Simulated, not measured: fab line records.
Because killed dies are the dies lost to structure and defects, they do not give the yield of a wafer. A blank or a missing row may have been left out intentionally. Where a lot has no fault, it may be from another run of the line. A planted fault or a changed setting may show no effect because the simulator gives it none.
The same fault as seen by 2 desks ; flow nand harc ; only its own numbers are on each desk; what lay behind them is given at the end

== AT THE TOOL OWNER'S DESK: pecvd onon-03 ==
The tool's own readings at NHARC_A_ONON_D1_DEP_03 (target thk 1000 nm): means of the sampled wafers that have a number, for each lot that ran on this tool. Any lot whose mean is over 4 standard deviations away from the usual mean is out of limits and marked OUT; that distance is given in the brackets.
Columns: A = n2 flow sccm at NHARC_A_ONON_D1_DEP_03, usual 2752 sccm
lot;first seen here;A
L524;day 8 10:01;2746
L527;day 9 05:07;2750
L533;day 10 15:39;2756
L532;day 11 13:05;2759
L543;day 12 21:08;2749
L544;day 13 08:16;2748
This desk's finding: nothing out of limits on any of the 6 lots.

== FROM THE METROLOGY DESK ==
What the gauges read, lot by lot, whatever tool the lot ran on: means of the sampled wafers that have a number. Any lot whose mean is over 4 standard deviations away from the usual mean is out of limits and marked OUT; that distance is given in the brackets.
Columns: A = cd nm at NHARC_THIN_TSV_CD_MEAS_12, usual 1000.7 nm
lot;first seen here;A
L521;day 19 01:56;1002.5
L522;day 19 03:07;998.7
L524;day 19 07:28;1002.3
L523;day 19 08:36;998.5
L527;day 20 13:59;999.4
L526;day 21 00:46;999.8
L530;day 21 01:55;1001.6
L531;day 21 04:22;1002.4
L533;day 21 06:49;1001.6
L534;day 21 08:00;1002.2
L532;day 22 16:22;1001.1
L544;day 24 10:43;998.6
L543;day 24 13:38;1002.2
This desk's finding: nothing out of limits on any of the 13 lots.

== TAKEN TOGETHER ==
Nothing out of limits was seen by the tool owner's desk.
Nothing out of limits was seen by the metrology desk.

== WHAT THE SIMULATOR PUT IN ==
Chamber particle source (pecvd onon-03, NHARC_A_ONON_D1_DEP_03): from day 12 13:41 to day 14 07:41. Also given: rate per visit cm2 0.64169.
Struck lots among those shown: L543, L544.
